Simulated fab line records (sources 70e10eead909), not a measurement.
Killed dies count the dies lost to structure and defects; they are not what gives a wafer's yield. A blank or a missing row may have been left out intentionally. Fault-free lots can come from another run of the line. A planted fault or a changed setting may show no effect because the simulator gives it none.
fab line records | flow nandHarc
record lots=6 wafers=18 lastDay=24
route steps=1159 shown P_BONDPAD@357
lots with no fault: from the same line, run without faults
startH: hours from the record's opening day to when the first of the lot's shown wafers began | waitH: how many hours have passed since the lot's step before this one | " repeats the value in the row above | L1.1+2: a row that stands for several wafers | - no value, or no start given | * or withheld: withheld | < > ~ a bound
route shown NAME@n: names a module that has steps shown in the file, with the first one's number in the route | usual: mean/standard deviation taken from wafers without a fault | same: alike in all rows | chamber/n: place in a boat | sites: readings site by site | _std_site: the values' standard deviation | _edge_site: the outer-site mean with the inner-site mean subtracted | radiusMm: for every site, how far away it sits from the centre of the wafer | mask NAME#n: copy n | behind: the most recent tool/chamber to have shaped the wafer | hold: reason for holding the lot/hours on hold/outcome of the hold | device: the n, p or np transistor that did not switch | end of line: tests run on the same wafers once the route is complete | step lacking rows: just its recipe | killed: dies that structure and defects cost at the first sort, which is not the same as the wafer's yield | map: per-die view of a wafer (x killed, . not killed, _ where there is no die)
set.NAME: the setting the step ran with; set.NAME@STEP: the setting that earlier step ran with | model.NAME: the simulator's own value behind a step, which no gauge read
a table for each step, a row for each wafer; lots at some steps of the route
services: when a tool's chamber went out of use (startH, in hours from the record's first day, below 0 if earlier), for how many hours, and the reason
## steps
# step NHARC_P_BONDPAD_COAT_36
# recipe tempC=200 timeS=65
# step NHARC_P_BONDPAD_COAT_03
# recipe spinRpm=2000 resistThkNm=600
# step NHARC_P_BONDPAD_SOFTBAKE_04
# recipe tempC=125 timeS=70
# step NHARC_P_BONDPAD_EBR_05
# step NHARC_P_BONDPAD_EXPOSE_06
# recipe na=0.55 doseMj=37.06 maskId=P_BPAD
# step NHARC_P_BONDPAD_PEB_07
# recipe pebTempC=128 pebTimeS=80
# step NHARC_P_BONDPAD_DEVELOP_08
# recipe timeS=50 devTempC=22
# step NHARC_P_BONDPAD_CD_MEAS_09
# recipe targetCdNm=500 landingEnergyEv=500
# usual cdNm=499.4/1.9
# columns lot.wafer tool chamber startH waitH cdNm
L462.3 cdSem-01 0 144.11 - 502.6
L462.5 " 0 " " 499.1
L462.6 " 0 " " 499.6
L463.2 cdSem-03 0 144.93 - 498.3
L463.4 " 0 " " 496.9
L463.6 " 0 " " 498.8
L470.1 cdSem-01 0 178.17 - 498.1
L470.3 " 0 " " 497.0
L470.5 " 0 " " 497.2
L471.1 cdSem-02 0 179.70 - 499.9
L471.3 " 0 " " 499.4
L471.5 " 0 " " 499.1
L480.1 cdSem-01 0 244.63 - 499.6
L480.4 " 0 " " 499.0
L480.6 " 0 " " 498.6
L481.2 cdSem-03 0 251.68 - 499.4
L481.3 " 0 " " 499.5
L481.5 " 0 " " 497.2
# step NHARC_P_BONDPAD_OVL_MEAS_38
# usual overlayXNm=0/7.3 overlayYNm=1/6.4
# columns lot.wafer tool chamber startH waitH overlayXNm overlayYNm
L462.3 overlay-02 - 144.19 - 0 -2
L462.5 " - " " -1 -2
L462.6 " - " " 0 -2
L463.2 overlay-02 - 145.02 - -1 8
L463.4 " - " " -1 8
L463.6 " - " " -1 8
L470.1 overlay-02 - 178.26 - 4 14
L470.3 " - " " 4 14
L470.5 " - " " 4 14
L471.1 overlay-02 - 179.79 - -12 4
L471.3 " - " " -12 4
L471.5 " - " " -12 4
L480.1 overlay-01 - 244.71 - -12 9
L480.4 " - " " -12 9
L480.6 " - " " -12 9
L481.2 overlay-01 - 251.76 - 1 -9
L481.3 " - " " 1 -9
L481.5 " - " " 1 -9
# step NHARC_P_BONDPAD_HARDBAKE_10
# recipe tempC=118 timeS=65
# step NHARC_P_BONDPAD_DESCUM_11
# recipe timeS=3 o2FlowSccm=200 arFlowSccm=0 biasPowerW=0 chemistry=O2
# usual drypumpMotorCurrentA=5.7/0.39 oesProductAu=1.002/0.011 rfVppV=57.8/0.96 showerheadPlenumPTorr=1.90/0.092 throttleValvePct=11.309/0.0085
# same timeS=3
# columns lot.wafer tool chamber startH waitH drypumpMotorCurrentA oesProductAu rfHoursCounterH rfVppV showerheadPlenumPTorr throttleValvePct
L462.3 rieDiel-04 0 144.34 - 6.3 1.001 2 58.6 2.02 11.318
L462.5 " 1 " " 5.5 0.989 - 58.2 2.01 11.297
L462.6 " 2 " " 6.0 1.010 - 57.5 1.83 11.309
L463.2 rieDiel-04 3 145.41 - 5.5 0.994 2 56.4 1.79 11.314
L463.4 " 0 " " 6.3 0.999 2 57.3 2.02 11.301
L463.6 " 2 " " 5.9 1.012 - 58.1 1.83 11.317
L470.1 rieDiel-04 3 178.38 - 5.5 0.993 6 58.5 1.79 11.309
L470.3 " 0 " " 6.3 1.008 6 58.4 2.01 11.298
L470.5 " 0 " " 6.3 1.004 - 57.7 2.01 11.299
L471.1 rieDiel-04 0 179.93 - 6.3 1.003 6 57.9 2.01 11.321
L471.3 " 1 " " 5.4 0.992 6 57.3 2.01 11.304
L471.5 " 2 " " 6.0 1.031 - 56.1 1.83 11.308
L480.4 rieDiel-10 0 244.84 - 5.3 1.003 20 57.9 1.92 11.306
L480.1 " 3 " " 6.2 1.002 21 57.0 1.79 11.319
L480.6 " 0 " " 5.3 1.000 - 58.6 1.92 11.308
L481.2 rieDiel-09 1 251.89 - 4.8 0.993 60 59.8 2.00 11.303
L481.3 " 2 " " 5.5 1.018 63 58.3 1.92 11.313
L481.5 " 2 " " 5.5 1.010 - 58.9 1.92 11.303
# step NHARC_P_BONDPAD_ETCH_37
# recipe targetDepthA=600 overetchA=180 timeS=65.91 ionEnergyEv=200 n2FlowSccm=150 h2FlowSccm=150 arFlowSccm=0 rfW=400 biasW=150 chemistry=N2/H2
# usual drypumpMotorCurrentA=5.7/0.4 oesProductAu=0.999/0.011 rfVppV=430.4/2.9 showerheadPlenumPTorr=2.04/0.1 throttleValvePct=14.171/0.0095
# same timeS=65.91
# columns lot.wafer tool chamber startH waitH drypumpMotorCurrentA oesProductAu rfHoursCounterH rfVppV showerheadPlenumPTorr throttleValvePct
L462.3 rieDiel-04 2 144.41 0.1 6.0 1.018 2 427.8 1.95 14.182
L462.5 " 0 " " 6.3 0.989 - 434.3 2.15 14.182
L462.6 " 1 " " 5.5 0.990 - 432.6 2.14 14.166
L463.2 rieDiel-04 2 145.48 0.1 6.0 1.020 2 428.3 1.95 14.186
L463.4 " 0 " " 6.3 1.004 2 433.1 2.15 14.178
L463.6 " 3 " " 5.5 1.001 - 427.5 1.91 14.188
L470.1 rieDiel-04 1 178.49 0.1 5.5 0.996 6 430.9 2.14 14.162
L470.3 " 3 " " 5.5 0.984 6 426.3 1.91 14.181
L470.5 " 3 " " 5.5 0.983 - 427.1 1.91 14.186
L471.3 rieDiel-04 1 180.09 0.1 5.4 0.998 6 433.7 2.14 14.172
L471.1 " 2 " " 6.0 1.024 6 429.2 1.95 14.161
L471.5 " 3 " " 5.5 0.988 - 426.3 1.91 14.169
L480.1 rieDiel-10 1 244.93 0.1 5.1 1.002 21 433.2 2.11 14.177
L480.4 " 2 " " 5.3 0.988 21 430.7 2.00 14.163
L480.6 " 0 " " 5.3 1.000 - 431.5 2.05 14.174
L481.3 rieDiel-09 2 252.06 0.2 5.5 1.000 63 430.5 2.04 14.191
L481.2 " 3 " " 5.7 1.002 61 427.6 1.92 14.174
L481.5 " 1 " " 4.8 0.992 - 434.2 2.13 14.165
# step NHARC_P_BONDPAD_ETCH_12
# recipe targetDepthA=2000 timeS=100 chf3FlowSccm=50 o2FlowSccm=10 arFlowSccm=200 rfW=500 biasW=200 chemistry=CHF3/O2
# usual drypumpMotorCurrentA=5.7/0.39 oesProductAu=0.943/0.024 rfVppV=370.3/2.4 showerheadPlenumPTorr=2.39/0.11 throttleValvePct=20.572/0.0088
# same timeS=100
# columns lot.wafer tool chamber startH waitH drypumpMotorCurrentA oesProductAu rfHoursCounterH rfVppV showerheadPlenumPTorr throttleValvePct
L462.3 rieDiel-04 0 144.50 - 6.3 0.983 2 373.8 2.53 20.561
L462.6 " 3 " " 5.5 0.971 - 367.2 2.26 20.576
L462.5 " 0 " " 6.3 0.981 - 371.9 2.53 20.576
L463.2 rieDiel-04 2 145.58 - 6.0 0.945 2 368.5 2.30 20.576
L463.4 " 3 " " 5.5 0.914 2 368.1 2.26 20.577
L463.6 " 3 " " 5.5 0.917 - 367.8 2.26 20.582
L470.3 rieDiel-04 0 178.59 - 6.3 0.860 6 371.3 2.52 20.580
L470.1 " 3 " " 5.5 0.917 6 366.8 2.26 20.563
L470.5 " 1 " " 5.5 0.932 - 373.9 2.51 20.573
L471.1 rieDiel-04 1 180.18 - 5.5 0.942 6 371.2 2.51 20.559
L471.3 " 2 " " 6.0 0.951 6 369.0 2.30 20.570
L471.5 " 0 " " 6.3 0.868 - 374.5 2.52 20.579
L480.4 rieDiel-10 1 245.03 - 5.1 0.967 21 372.0 2.48 20.586
L480.1 " 3 " " 6.2 0.977 21 368.3 2.25 20.567
L480.6 " 1 " " 5.1 0.964 - 371.7 2.48 20.589
L481.3 rieDiel-09 0 252.20 - 5.5 0.925 57 369.8 2.36 20.575
L481.2 " 1 " " 4.8 0.920 60 373.6 2.50 20.580
L481.5 " 1 " " 4.7 0.912 - 373.3 2.50 20.593
# step NHARC_P_BONDPAD_CD_MEAS_13
# usual cdNm=499.3/2
# columns lot.wafer tool chamber startH waitH cdNm
L462.3 cdSem-02 - 144.63 - 502.5
L462.5 " - " " 499.8
L462.6 " - " " 499.7
L463.2 cdSem-01 - 145.72 - 497.7
L463.4 " - " " 498.0
L463.6 " - " " 498.3
L470.1 cdSem-03 - 178.74 - 498.6
L470.3 " - " " 497.1
L470.5 " - " " 498.5
L471.1 cdSem-03 - 180.30 - 500.3
L471.3 " - " " 498.9
L471.5 " - " " 497.8
L480.1 cdSem-02 - 245.16 - 500.0
L480.4 " - " " 498.8
L480.6 " - " " 499.2
L481.2 cdSem-03 - 252.34 - 498.0
L481.3 " - " " 500.0
L481.5 " - " " 496.3
## services
# columns tool chamber startH hours kind
rieDiel-04 0 120.90 - clean
rieDiel-04 1 120.90 - clean
rieDiel-04 2 120.90 - clean
rieDiel-04 3 120.90 - clean
rieDiel-10 0 131.38 2.7 repair
rieDiel-04 0 145.40 - clean
rieDiel-04 1 145.40 - clean
rieDiel-04 2 145.40 - clean
rieDiel-04 3 145.40 - clean
rieDiel-04 0 169.92 - clean
rieDiel-04 1 169.92 - clean
rieDiel-04 2 169.92 - clean
rieDiel-04 3 169.92 - clean
rieDiel-10 - 176.50 9.0 pm
rieDiel-04 2 178.37 1.5 repair
rieDiel-04 0 194.42 - clean
rieDiel-04 1 194.42 - clean
rieDiel-09 0 195.54 6.6 repair
rieDiel-04 - 195.89 0.3 repair
rieDiel-04 0 206.22 5.4 repair
rieDiel-09 2 206.77 3.1 repair
rieDiel-04 0 215.23 5.7 repair
rieDiel-10 0 219.55 4.4 repair
rieDiel-04 0 246.58 15.6 repair
## key
firstSign step=NHARC_P_BONDPAD_ETCH_12 reading=oesProductAu direction=down sigmas=3.2 usual=0.943 struck=0.864
effect none on later readings
metAt NHARC_P_BONDPAD_ETCH_12
struckWafers L470.3,L471.5
laterRowsLeftOut L470.3,L471.5
sortLeftOut L470.3,L471.5
onsetBetween 144.50 178.59
fault kind=processParameterDrift tool=rieDiel-04 chamber=0 onsetH=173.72 steps=NHARC_P_BONDPAD_ETCH_12 channel=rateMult offset=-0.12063 shape=step endH=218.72
# sortLeftOut: the simulated sort isn't trusted on such a fault, so these wafers' sort isn't shown, and their yield isn't known
# laterRowsLeftOut: the simulator's readings of these wafers behind a module that went badly wrong aren't trusted and aren't shown, but for the sort
